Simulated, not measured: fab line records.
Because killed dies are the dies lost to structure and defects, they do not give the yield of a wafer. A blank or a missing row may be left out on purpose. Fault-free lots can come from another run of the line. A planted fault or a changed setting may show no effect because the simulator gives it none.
Which tool is to blame?	flow n5_finfet	11 lots with 33 wafers sampled at 3 steps, on a route of 1938 steps

## WHAT THE GAUGES READ, wafer by wafer
N5_PASSIVATION_CD_MEAS_44: the cd target is 40000 nm.
lot	measured	on	cd_nm (nm)
L286	day 12 10:19	cd_sem-03	39995 39997 39996
L288	day 12 11:48	cd_sem-02	40000 40000 39998
L290	day 13 02:53	cd_sem-01	39995 39996 40001
L291	day 13 10:22	cd_sem-01	40000 40002 40002
L292	day 13 10:02	cd_sem-03	39995 39994 39995
L296	day 15 06:58	cd_sem-01	39997 39999 39997
L298	day 15 09:44	cd_sem-02	39992 39991 39995
L299	day 15 05:58	cd_sem-03	40001 40000 39995
L301	day 16 04:53	cd_sem-01	39997 40003 40000
L303	day 16 15:35	cd_sem-03	39999 39999 40005
L304	day 17 04:50	cd_sem-02	39998 40001 40005

## WHAT TOOL EACH LOT RAN ON (gives the tool, then ch and the chambers of the sampled wafers, and finally the start)
lot	N5_HKMG_FIN_ALD_71	N5_PASSIVATION_PASS_ETCH_74
L286	ald_metal-03 ch 0,1, day 4 10:20	rie_diel-06 ch 0,1, day 12 06:40
L288	ald_metal-03 ch 0,2,3, day 4 21:08	rie_diel-06 ch 0,1,3, day 12 07:50
L290	ald_metal-03 ch 1,2, day 5 04:27	rie_diel-02 ch 0,1,2, day 12 22:24
L291	ald_metal-01 ch 0,1,2, day 5 12:34	rie_diel-02 ch 0,1,3, day 13 06:58
L292	ald_metal-01 ch 0,2,3, day 5 23:16	rie_diel-06 ch 0,2,3, day 13 04:07
L296	ald_metal-04 ch 1,2, day 6 21:50	rie_diel-05 ch 1,2,3, day 15 03:18
L298	ald_metal-01 ch 0,1,2, day 7 09:20	rie_diel-05 ch 0,2, day 15 06:41
L299	ald_metal-01 ch 2,3, day 7 11:28	rie_diel-05 ch 1,2,3, day 15 02:17
L301	ald_metal-01 ch 1,2,3, day 8 09:13	rie_diel-05 ch 0,1,2, day 16 00:02
L303	ald_metal-04 ch 2,3, day 8 10:53	rie_diel-02 ch 0,3, day 16 10:39
L304	ald_metal-03 ch 1,2,3, day 8 17:32	rie_diel-02 ch 1,2,3, day 17 01:37
- N5_HKMG_FIN_ALD_71: deposits TiN, target thk 1 nm, pulse time 1 s, purge time 3 s.
- N5_PASSIVATION_PASS_ETCH_74: etches SiNx in CF4/O2, target depth 220 nm, time 110 s.

## AS READ BY THE TOOLS THEMSELVES (means over the sampled wafers that have a number; for cases with no such wafer, the mark the record gives instead)
N5_HKMG_FIN_ALD_71.
lot	tool	heater_power_w (W)	precursor_pulse_height_rel
L286	ald_metal-03	925	1.008
L288	ald_metal-03	880	0.985
L290	ald_metal-03	907	0.980
L291	ald_metal-01	872	0.987
L292	ald_metal-01	844	0.988
L296	ald_metal-04	953	1.023
L298	ald_metal-01	852	1.000
L299	ald_metal-01	823	0.974
L301	ald_metal-01	854	1.020
L303	ald_metal-04	992	0.997
L304	ald_metal-03	920	1.005

N5_PASSIVATION_PASS_ETCH_74.
lot	tool	drypump_motor_current_A (A)	oes_product_au (a.u.)	rf_vpp_V (V)	showerhead_plenum_p_Torr (Torr)	throttle_valve_pct (%)
L286	rie_diel-06	5.5	0.75	237	2.12	16.03
L288	rie_diel-06	5.5	0.83	241	2.20	15.98
L290	rie_diel-02	6.0	0.83	237	2.25	16.02
L291	rie_diel-02	5.8	0.80	232	2.24	16.06
L292	rie_diel-06	5.5	0.77	239	2.21	16.17
L296	rie_diel-05	5.7	0.81	238	2.21	15.88
L298	rie_diel-05	5.4	0.80	241	2.16	16.02
L299	rie_diel-05	5.7	0.81	237	2.21	15.88
L301	rie_diel-05	5.5	0.79	240	2.21	15.96
L303	rie_diel-02	6.2	0.82	233	2.23	15.97
L304	rie_diel-02	5.7	0.78	235	2.24	16.09

## THE ANSWER, worked out from the rows above alone
Rule: usual is defined by the lots themselves. Put in order of their means at a reading, lots are off if they are a third of the lots or fewer, leave a main group of 4 or more, and stand apart from it by a gap of 3 or more times the standard deviation of the main group's means; of several such gaps the widest counts. A main group whose means are all the same, to the digits that the tables above print for the reading, isn't used. Also off: a lot with no number at a reading for which 4 or more lots have one. Any other lot the step has rows for is counted as sound. First the gauges in route order, then the tools' own readings, where a lot's mean is used as printed above. The first step at which some lot is off is used, and at that step the reading that is off furthest; a lot without a number counts as furthest.
No lot is off on any of the readings shown, so nothing can be concluded from this.

## WHAT THE SIMULATOR PUT IN
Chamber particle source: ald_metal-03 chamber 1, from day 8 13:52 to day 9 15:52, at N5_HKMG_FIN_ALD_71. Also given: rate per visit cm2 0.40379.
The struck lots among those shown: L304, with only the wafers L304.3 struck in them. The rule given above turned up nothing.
